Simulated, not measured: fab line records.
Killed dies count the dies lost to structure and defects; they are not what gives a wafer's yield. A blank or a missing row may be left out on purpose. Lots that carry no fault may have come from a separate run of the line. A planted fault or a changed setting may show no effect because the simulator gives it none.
fab line records	flow nand-harc	part 1 of 2: steps 1 to 21 of 33
record: lots: 5	wafers: 15	last-day: 24
route steps=1159 shown A_STAIRCASE@742 A_SGD_CUT@747
lots untouched by any fault: they come from a run of this same line in which no faults occurred
start-h: start of the lot's first displayed wafer, in hours after the record's first day	wait-h: how many hours have passed since the lot's step before this one	" identical to the entry in the row above	L1.1+2: several wafers, shown together as one row	- no value, or no start given	* or withheld: withheld	< > ~ a bound
route shown NAME@n: a module of which the file shows steps, and the number in the route of the first	usual: mean and standard deviation over wafers with no fault	same: alike in all rows	chamber/n: place in a boat	sites: the reading at each site	_std_site: the values' standard deviation	_edge_site: mean of outer sites minus mean of inner sites	radius-mm: for every site, how far away it sits from the centre of the wafer	mask NAME#n: copy n	behind: tool/chamber where the wafer was last shaped	hold: the reason the lot was held/the length of the hold in hours/how it ended	device: which transistor (n, p or np) failed to switch	end of line: the tests these same wafers got at the end of their route	step lacking rows: just its recipe	killed: dies that structure and defects cost at the first sort, which is not the same as the wafer's yield	map: a wafer's dies, marking killed ones x, the rest . and places with no die _
set.NAME: the setting the step ran with; set.NAME@STEP: the setting that earlier step ran with	model.NAME: the simulator's own value behind a step, which no gauge read
lots at some steps of the route; a table a step, a row a wafer
services: from which hour (start-h, from the record's first day; less than 0 if before it) a tool's chamber was out of use, for how many hours, and why
== steps ==
step: NHARC_A_STAIRCASE_DEP_471
recipe: target-thk-a: 1000	temp-c: 400	pressure-torr: 6.5	rf-w: 900	teos-flow-sccm: 161.4	flow-sccm: 2650	target-thk-nm: 100	gas: O2	material: SiO2
usual: heater-power-w: 579/93	throttle-valve-pct: 16.1/0.43
lot.wafer	tool	chamber	start-h	wait-h	heater-power-w	throttle-valve-pct
L075.2	pecvd-03	2	312.86	-	648	16.1
L075.4	"	0	"	"	446	15.8
L075.5	"	2	"	"	651	16.3
L079.5	pecvd-01	0	338.27	-	529	16.8
L079.6	"	1	"	"	619	15.9
L079.4	"	2	"	"	580	15.8
L083.1	pecvd-03	0	362.30	-	474	15.9
L083.6	"	1	"	"	651	16.3
L083.5	"	2	"	"	759	16.1
L091.1	pecvd-01	2	416.78	-	705	15.8
L091.3	"	0	"	"	531	16.8
L091.2	"	1	"	"	499	16.4
L093.1	pecvd-01	0	417.49	-	513	16.9
L093.5	"	0	"	"	525	16.9
L093.4	"	2	"	"	708	15.8
step: NHARC_A_STAIRCASE_CMP_472
recipe: material: SiO2
usual: motor-current-A: 12.1/1.1	slurry-filter-dp-kPa: 13.50/0.14
lot.wafer	tool	chamber	start-h	wait-h	motor-current-A	slurry-filter-dp-kPa
L075.2	cmp-02	3	313.10	0.2	11.9	13.63
L075.4	"	1	"	"	11.6	13.71
L075.5	"	2	"	"	12.6	13.41
L079.4	cmp-01	0	338.53	0.2	11.2	13.29
L079.6	"	1	"	"	11.5	13.63
L079.5	"	2	"	"	11.0	13.53
L083.1	cmp-04	1	362.60	0.3	11.4	13.62
L083.6	"	0	"	"	13.7	13.53
L083.5	"	1	"	"	10.8	13.38
L091.1	cmp-04	3	417.06	0.2	11.1	13.53
L091.3	"	0	"	"	13.8	13.50
L091.2	"	1	"	"	11.6	13.49
L093.4	cmp-04	3	417.77	0.1	11.2	13.38
L093.1	"	0	"	"	13.3	13.29
L093.5	"	0	"	"	13.5	13.57
step: NHARC_A_STAIRCASE_SRD_474
lot.wafer	tool	chamber	start-h	wait-h
L075.5+2+4	wet-bench-05	4,5,0	313.35	0.0
L079.6+5+4	wet-bench-01	3,5,0	338.72	0.0
L083.6+5+1	wet-bench-01	4,7,0	362.84	0.0
L091.2+3+1	wet-bench-02	0,3,5	417.32	0.0
L093.1+4+5	wet-bench-02	2,3,5	418.03	0.0
step: NHARC_A_STAIRCASE_INSPECT_155
usual: raw-defect-count: 363/110
lot.wafer	tool	chamber	start-h	wait-h	raw-defect-count
L075.2	defect-inspect-01	-	313.45	0.1	323
L075.4	"	-	"	"	371
L075.5	"	-	"	"	283
L079.4	defect-inspect-01	-	338.80	0.1	250
L079.5	"	-	"	"	198
L079.6	"	-	"	"	262
L083.1	defect-inspect-01	-	362.92	0.1	278
L083.5	"	-	"	"	177
L083.6	"	-	"	"	223
L091.1	defect-inspect-02	-	417.40	0.1	344
L091.2	"	-	"	"	389
L091.3	"	-	"	"	211
L093.1	defect-inspect-02	-	418.11	0.1	316
L093.4	"	-	"	"	549
L093.5	"	-	"	"	320
step: NHARC_A_SGD_CUT_DEP_00
recipe: target-thk-a: 500	temp-c: 400	target-thk-nm: 50	flow-sccm: 200	rf-w: 450	material: SiNx
usual: heater-power-w: 763/75
lot.wafer	tool	chamber	start-h	wait-h	heater-power-w
L075.2	pecvd-02	1	313.58	0.1	637
L075.4	"	0	"	"	886
L075.5	"	1	"	"	646
L079.5	pecvd-04	0	338.95	0.2	760
L079.4	"	1	"	"	872
L079.6	"	2	"	"	732
L083.1	pecvd-02	2	363.04	0.1	775
L083.5	"	1	"	"	748
L083.6	"	2	"	"	789
L091.3	pecvd-02	1	417.46	0.1	727
L091.2	"	2	"	"	810
L091.1	"	0	"	"	856
L093.1	pecvd-03	0	418.23	0.1	580
L093.4	"	1	"	"	841
L093.5	"	0	"	"	589
step: NHARC_A_SGD_CUT_DEHYDRATE_01
recipe: temp-c: 150	time-s: 120
usual: exhaust-pa: 45.2/0.87
lot.wafer	tool	chamber	start-h	wait-h	exhaust-pa
L075.2	litho-track-04	0	313.79	0.2	46.6
L075.4	"	0	"	"	45.6
L075.5	"	0	"	"	46.7
L079.4	litho-track-01	0	339.14	0.1	45.0
L079.5	"	0	"	"	45.6
L079.6	"	0	"	"	45.9
L083.1	litho-track-04	0	363.26	0.2	45.5
L083.5	"	0	"	"	47.0
L083.6	"	0	"	"	46.8
L091.1	litho-track-06	0	417.73	0.2	46.9
L091.2	"	0	"	"	44.3
L091.3	"	0	"	"	46.1
L093.1	litho-track-04	0	418.44	0.2	44.1
L093.4	"	0	"	"	44.9
L093.5	"	0	"	"	43.9
step: NHARC_A_SGD_CUT_HMDS_02
recipe: time-s: 30
usual: exhaust-pa: 45.0/0.97
lot.wafer	tool	chamber	start-h	wait-h	exhaust-pa
L075.2	litho-track-04	0	-	-	45.0
L075.4	"	0	"	"	43.5
L075.5	"	0	"	"	45.6
L079.4	litho-track-01	0	-	-	44.3
L079.5	"	0	"	"	44.9
L079.6	"	0	"	"	44.5
L083.1	litho-track-04	0	-	-	43.8
L083.5	"	0	"	"	43.9
L083.6	"	0	"	"	45.7
L091.1	litho-track-06	0	-	-	45.7
L091.2	"	0	"	"	46.2
L091.3	"	0	"	"	45.2
L093.1	litho-track-04	0	-	-	45.9
L093.4	"	0	"	"	46.9
L093.5	"	0	"	"	46.4
step: NHARC_A_SGD_CUT_COAT_56
recipe: temp-c: 260	time-s: 75
usual: exhaust-pa: 45.0/0.84
lot.wafer	tool	chamber	start-h	wait-h	exhaust-pa
L075.2	litho-track-04	0	-	-	45.1
L075.4	"	0	"	"	46.4
L075.5	"	0	"	"	45.2
L079.4	litho-track-01	0	-	-	47.0
L079.5	"	0	"	"	46.0
L079.6	"	0	"	"	44.8
L083.1	litho-track-04	0	-	-	44.6
L083.5	"	0	"	"	44.6
L083.6	"	0	"	"	45.0
L091.1	litho-track-06	0	-	-	45.1
L091.2	"	0	"	"	44.4
L091.3	"	0	"	"	45.3
L093.1	litho-track-04	0	-	-	45.0
L093.4	"	0	"	"	44.6
L093.5	"	0	"	"	44.6
step: NHARC_A_SGD_CUT_COAT_57
recipe: temp-c: 225	time-s: 65
usual: exhaust-pa: 45.1/0.88
lot.wafer	tool	chamber	start-h	wait-h	exhaust-pa
L075.2	litho-track-04	0	-	-	44.7
L075.4	"	0	"	"	44.3
L075.5	"	0	"	"	44.8
L079.4	litho-track-01	0	-	-	46.2
L079.5	"	0	"	"	46.3
L079.6	"	0	"	"	45.9
L083.1	litho-track-04	0	-	-	45.4
L083.5	"	0	"	"	45.5
L083.6	"	0	"	"	46.4
L091.1	litho-track-06	0	-	-	43.8
L091.2	"	0	"	"	45.7
L091.3	"	0	"	"	44.2
L093.1	litho-track-04	0	-	-	44.4
L093.4	"	0	"	"	45.4
L093.5	"	0	"	"	45.1
step: NHARC_A_SGD_CUT_COAT_03
recipe: spin-rpm: 1500	resist-thk-nm: 90
usual: exhaust-pa: 45.1/0.75
lot.wafer	tool	chamber	start-h	wait-h	exhaust-pa
L075.2	litho-track-04	0	-	-	44.3
L075.4	"	0	"	"	45.5
L075.5	"	0	"	"	43.7
L079.4	litho-track-01	0	-	-	45.2
L079.5	"	0	"	"	44.7
L079.6	"	0	"	"	46.6
L083.1	litho-track-04	0	-	-	45.6
L083.5	"	0	"	"	44.3
L083.6	"	0	"	"	45.6
L091.1	litho-track-06	0	-	-	44.7
L091.2	"	0	"	"	46.4
L091.3	"	0	"	"	46.1
L093.1	litho-track-04	0	-	-	44.9
L093.4	"	0	"	"	45.4
L093.5	"	0	"	"	43.9
step: NHARC_A_SGD_CUT_SOFTBAKE_04
recipe: temp-c: 105	time-s: 55
usual: exhaust-pa: 45.0/0.82
lot.wafer	tool	chamber	start-h	wait-h	exhaust-pa
L075.2	litho-track-04	0	-	-	46.9
L075.4	"	0	"	"	45.8
L075.5	"	0	"	"	46.7
L079.4	litho-track-01	0	-	-	46.7
L079.5	"	0	"	"	47.3
L079.6	"	0	"	"	46.2
L083.1	litho-track-04	0	-	-	45.3
L083.5	"	0	"	"	45.0
L083.6	"	0	"	"	44.2
L091.1	litho-track-06	0	-	-	45.2
L091.2	"	0	"	"	45.6
L091.3	"	0	"	"	44.4
L093.1	litho-track-04	0	-	-	43.8
L093.4	"	0	"	"	45.7
L093.5	"	0	"	"	44.7
step: NHARC_A_SGD_CUT_EBR_05
usual: exhaust-pa: 45.1/0.98
lot.wafer	tool	chamber	start-h	wait-h	exhaust-pa
L075.2	litho-track-04	0	-	-	44.0
L075.4	"	0	"	"	44.9
L075.5	"	0	"	"	44.0
L079.4	litho-track-01	0	-	-	45.0
L079.5	"	0	"	"	45.6
L079.6	"	0	"	"	42.7
L083.1	litho-track-04	0	-	-	44.7
L083.5	"	0	"	"	44.6
L083.6	"	0	"	"	43.3
L091.1	litho-track-06	0	-	-	43.8
L091.2	"	0	"	"	43.7
L091.3	"	0	"	"	44.2
L093.1	litho-track-04	0	-	-	45.6
L093.4	"	0	"	"	45.9
L093.5	"	0	"	"	44.8
step: NHARC_A_SGD_CUT_EXPOSE_06
recipe: na: 1.35	dose-mj: 85.59	mask-id: SGD
usual: reticle-temp-C: 22.99/0.1
lot.wafer	tool	chamber	start-h	wait-h	mask	reticle-temp-C
L075.2	arfi-scanner-01	0	314.11	-	SGD#0	23.00
L075.4	"	0	"	"	SGD#0	23.08
L075.5	"	0	"	"	SGD#0	23.06
L079.4	arfi-scanner-02	0	339.34	-	SGD#0	22.66
L079.5	"	0	"	"	SGD#0	22.97
L079.6	"	0	"	"	SGD#0	22.92
L083.1	arfi-scanner-01	0	363.57	-	SGD#0	23.07
L083.5	"	0	"	"	SGD#0	23.10
L083.6	"	0	"	"	SGD#0	23.12
L091.1	arfi-scanner-01	0	418.05	-	SGD#0	23.08
L091.2	"	0	"	"	SGD#0	23.25
L091.3	"	0	"	"	SGD#0	23.27
L093.1	arfi-scanner-02	0	418.75	-	SGD#0	22.88
L093.4	"	0	"	"	SGD#0	23.08
L093.5	"	0	"	"	SGD#0	22.85
step: NHARC_A_SGD_CUT_PEB_07
recipe: peb-temp-c: 100	peb-time-s: 65
usual: exhaust-pa: 45.0/0.88
lot.wafer	tool	chamber	start-h	wait-h	exhaust-pa
L075.2	litho-track-01	0	314.16	0.1	46.0
L075.4	"	0	"	"	45.0
L075.5	"	0	"	"	45.2
L079.4	litho-track-01	0	339.39	0.0	44.8
L079.5	"	0	"	"	46.6
L079.6	"	0	"	"	46.1
L083.1	litho-track-01	0	363.63	0.1	44.4
L083.5	"	0	"	"	44.6
L083.6	"	0	"	"	43.8
L091.1	litho-track-06	0	418.11	0.1	43.4
L091.2	"	0	"	"	44.4
L091.3	"	0	"	"	45.0
L093.1	litho-track-01	0	418.81	0.1	45.7
L093.4	"	0	"	"	46.8
L093.5	"	0	"	"	45.0
step: NHARC_A_SGD_CUT_DEVELOP_08
recipe: develop-time-s: 35	dev-temp-c: 23
usual: exhaust-pa: 45.1/0.86
lot.wafer	tool	chamber	start-h	wait-h	exhaust-pa
L075.2	litho-track-01	0	-	-	43.4
L075.4	"	0	"	"	45.1
L075.5	"	0	"	"	46.1
L079.4	litho-track-01	0	-	-	45.1
L079.5	"	0	"	"	44.8
L079.6	"	0	"	"	43.7
L083.1	litho-track-01	0	-	-	45.6
L083.5	"	0	"	"	47.2
L083.6	"	0	"	"	45.5
L091.1	litho-track-06	0	-	-	45.0
L091.2	"	0	"	"	44.8
L091.3	"	0	"	"	45.8
L093.1	litho-track-01	0	-	-	44.6
L093.4	"	0	"	"	44.5
L093.5	"	0	"	"	44.8
step: NHARC_A_SGD_CUT_CD_MEAS_09
recipe: target-cd-nm: 100	landing-energy-ev: 500
usual: cd-nm: 99.9/0.42
lot.wafer	tool	chamber	start-h	wait-h	cd-nm
L075.2	cd-sem-02	0	314.24	-	100.2
L075.4	"	0	"	"	100.0
L075.5	"	0	"	"	100.0
L079.4	cd-sem-03	0	339.47	-	99.4
L079.5	"	0	"	"	100.2
L079.6	"	0	"	"	99.7
L083.1	cd-sem-02	0	363.70	-	99.9
L083.5	"	0	"	"	100.0
L083.6	"	0	"	"	100.2
L091.1	cd-sem-02	0	418.20	-	100.4
L091.2	"	0	"	"	100.6
L091.3	"	0	"	"	100.5
L093.1	cd-sem-02	0	418.89	-	98.9
L093.4	"	0	"	"	98.7
L093.5	"	0	"	"	99.5
step: NHARC_A_SGD_CUT_OVL_MEAS_10
usual: overlay-x-nm: -0.2/0.95	overlay-y-nm: 0.0/0.93
lot.wafer	tool	chamber	start-h	wait-h	overlay-x-nm	overlay-y-nm
L075.2	overlay-02	-	314.33	-	1.0	-0.2
L075.4	"	-	"	"	0.4	-0.5
L075.5	"	-	"	"	0.6	0.0
L079.4	overlay-02	-	339.55	-	-1.9	0.0
L079.5	"	-	"	"	-1.7	0.3
L079.6	"	-	"	"	-2.3	-0.3
L083.1	overlay-01	-	363.79	-	0.2	-1.1
L083.5	"	-	"	"	0.5	-1.0
L083.6	"	-	"	"	0.1	-1.1
L091.1	overlay-01	-	418.29	-	0.3	0.9
L091.2	"	-	"	"	0.4	1.2
L091.3	"	-	"	"	0.0	0.7
L093.1	overlay-02	-	418.98	-	-0.3	1.7
L093.4	"	-	"	"	-0.8	1.7
L093.5	"	-	"	"	-0.5	1.3
step: NHARC_A_SGD_CUT_INSPECT_11
usual: raw-defect-count: 17/9.4
lot.wafer	tool	chamber	start-h	wait-h	raw-defect-count
L075.2	defect-inspect-01	-	314.36	0.0	8
L075.4	"	-	"	"	5
L075.5	"	-	"	"	5
L079.4	defect-inspect-01	-	339.59	0.0	21
L079.5	"	-	"	"	12
L079.6	"	-	"	"	17
L083.1	defect-inspect-02	-	363.83	0.0	8
L083.5	"	-	"	"	12
L083.6	"	-	"	"	15
L091.1	defect-inspect-02	-	418.32	0.0	16
L091.2	"	-	"	"	11
L091.3	"	-	"	"	16
L093.1	defect-inspect-02	-	419.02	0.0	10
L093.4	"	-	"	"	14
L093.5	"	-	"	"	13
step: NHARC_A_SGD_CUT_DESCUM_14
recipe: time-s: 3	o2-flow-sccm: 200	ar-flow-sccm: 0	bias-power-w: 0	chemistry: O2
usual: drypump-motor-current-A: 5.8/0.42	oes-product-au: 1.001/0.0074	rf-vpp-V: 57.7/0.95	showerhead-plenum-p-Torr: 1.91/0.092	throttle-valve-pct: 11.312/0.0091
lot.wafer	tool	chamber	start-h	wait-h	drypump-motor-current-A	oes-product-au	rf-hours-counter-h	rf-vpp-V	showerhead-plenum-p-Torr	throttle-valve-pct
L075.2	rie-diel-08	3	314.43	0.1	5.4	0.988	0	57.8	1.83	11.317
L075.4	"	2	"	"	5.9	0.994	0	57.2	1.81	11.303
L075.5	"	0	"	"	6.3	1.001	-	57.7	1.87	11.310
L079.4	rie-diel-13	2	339.65	0.1	5.6	0.995	6	55.8	1.80	11.306
L079.5	"	2	"	"	5.6	0.995	-	56.5	1.80	11.318
L079.6	"	3	"	"	5.2	0.997	-	57.1	1.87	11.314
L083.1	rie-diel-08	2	363.90	0.1	5.9	0.990	4	57.0	1.81	11.312
L083.6	"	1	"	"	5.6	1.010	-	59.3	2.04	11.303
L083.5	"	2	"	"	6.0	0.991	-	56.0	1.81	11.306
L091.2	rie-diel-13	0	418.38	0.1	6.5	0.998	14	57.9	2.04	11.314
L091.1	"	2	"	"	5.6	1.002	15	57.0	1.80	11.314
L091.3	"	3	"	"	5.2	0.993	16	58.1	1.86	11.281
L093.4	rie-diel-08	2	419.10	0.1	5.9	1.005	8	57.7	1.81	11.322
L093.1	"	3	"	"	5.4	1.001	8	58.4	1.82	11.309
L093.5	"	0	"	"	6.3	0.998	-	57.1	1.87	11.317
step: NHARC_A_SGD_CUT_ETCH_58
recipe: target-depth-a: 390	over-etch-frac: 0.3	time-s: 65	ion-energy-ev: 80	cf4-flow-sccm: 150	ar-flow-sccm: 0	rf-w: 300	bias-w: 100	chemistry: CF4
usual: bias-w: 100.01/0.28	cf4-flow-sccm: 150.0/0.45	drypump-motor-current-A: 5.8/0.41	oes-product-au: 1.002/0.0075	rf-vpp-V: 151.2/1.2	showerhead-plenum-p-Torr: 1.76/0.079	throttle-valve-pct: 13.284/0.0097
lot.wafer	tool	chamber	start-h	wait-h	bias-w	cf4-flow-sccm	drypump-motor-current-A	oes-product-au	rf-hours-counter-h	rf-vpp-V	showerhead-plenum-p-Torr	throttle-valve-pct
L075.2	rie-diel-08	0	314.51	0.1	100.10	150.8	6.3	1.000	0	151.1	1.73	13.289
L075.4	"	2	"	"	99.95	149.8	5.9	1.005	0	149.5	1.68	13.279
L075.5	"	1	"	"	100.22	149.4	5.6	1.004	-	151.5	1.88	13.284
L079.4	rie-diel-13	0	339.74	0.1	100.16	150.1	6.5	0.996	5	153.3	1.88	13.283
L079.5	"	3	"	"	99.79	149.6	5.2	1.000	-	149.9	1.73	13.280
L079.6	"	0	"	"	100.01	150.4	6.5	1.001	-	153.3	1.88	13.278
L083.1	rie-diel-08	1	363.98	0.1	99.71	150.0	5.6	1.004	4	152.8	1.87	13.281
L083.6	"	0	"	"	100.49	149.1	6.3	1.009	-	150.7	1.73	13.269
L083.5	"	1	"	"	100.21	151.0	5.6	1.010	-	153.5	1.88	13.269
L091.3	rie-diel-13	3	418.47	0.1	99.90	150.2	5.2	1.010	16	150.6	1.73	13.288
L091.1	"	0	"	"	100.22	150.8	6.5	1.010	14	153.3	1.88	13.283
L091.2	"	2	"	"	100.15	150.6	5.6	1.002	15	149.8	1.67	13.272
L093.4	rie-diel-08	1	419.17	0.1	99.60	149.2	5.6	0.991	8	152.6	1.87	13.279
L093.1	"	2	"	"	99.61	150.4	5.9	1.003	8	150.0	1.68	13.267
L093.5	"	1	"	"	99.60	149.1	5.6	0.991	-	150.4	1.87	13.285
step: NHARC_A_SGD_CUT_ETCH_59
recipe: target-depth-a: 2600	over-etch-frac: 0.25	time-s: 406.25	ion-energy-ev: 200	n2-flow-sccm: 150	h2-flow-sccm: 150	ar-flow-sccm: 0	rf-w: 400	bias-w: 150	chemistry: N2/H2
usual: bias-w: 150.0/0.42	drypump-motor-current-A: 5.8/0.42	h2-flow-sccm: 150.0/0.41	n2-flow-sccm: 150.0/0.42	oes-product-au: 1.002/0.0074	rf-vpp-V: 430.1/2.9	showerhead-plenum-p-Torr: 2.03/0.1	throttle-valve-pct: 14.172/0.0093
lot.wafer	tool	chamber	start-h	wait-h	bias-w	drypump-motor-current-A	h2-flow-sccm	n2-flow-sccm	oes-product-au	rf-hours-counter-h	rf-vpp-V	showerhead-plenum-p-Torr	throttle-valve-pct
L075.2	rie-diel-08	0	-	-	151.0	6.3	150.7	149.4	1.001	0	429.6	1.99	14.166
L075.4	"	1	"	"	150.3	5.6	150.1	150.6	1.005	0	434.9	2.18	14.166
L075.5	"	3	"	"	149.2	5.4	149.2	150.5	1.005	-	426.9	1.94	14.181
L079.4	rie-diel-13	0	-	-	149.9	6.5	149.7	149.8	1.003	5	435.7	2.19	14.185
L079.5	"	0	"	"	149.8	6.5	149.7	149.4	1.000	-	434.3	2.19	14.185
L079.6	"	1	"	"	149.7	5.7	150.3	149.1	0.996	-	434.7	2.13	14.166
L083.1	rie-diel-08	2	-	-	149.8	5.9	149.4	150.3	0.988	4	427.8	1.93	14.174
L083.6	"	3	"	"	150.3	5.4	150.2	149.9	1.012	-	428.1	1.94	14.189
L083.5	"	0	"	"	149.5	6.3	150.1	150.2	1.007	-	427.8	1.99	14.173
L091.2	rie-diel-13	3	-	-	150.4	5.1	149.9	150.7	1.003	16	428.8	1.99	14.180
L091.3	"	0	"	"	149.9	6.5	150.1	150.5	1.007	14	433.8	2.18	14.173
L091.1	"	1	"	"	149.5	5.7	149.5	149.9	0.995	14	432.8	2.13	14.174
L093.4	rie-diel-08	1	-	-	150.2	5.6	149.3	149.4	1.003	8	434.7	2.17	14.159
L093.1	"	2	"	"	149.6	5.9	150.4	149.7	0.987	8	427.6	1.92	14.156
L093.5	"	2	"	"	149.7	5.9	150.9	149.3	1.006	-	428.5	1.92	14.173
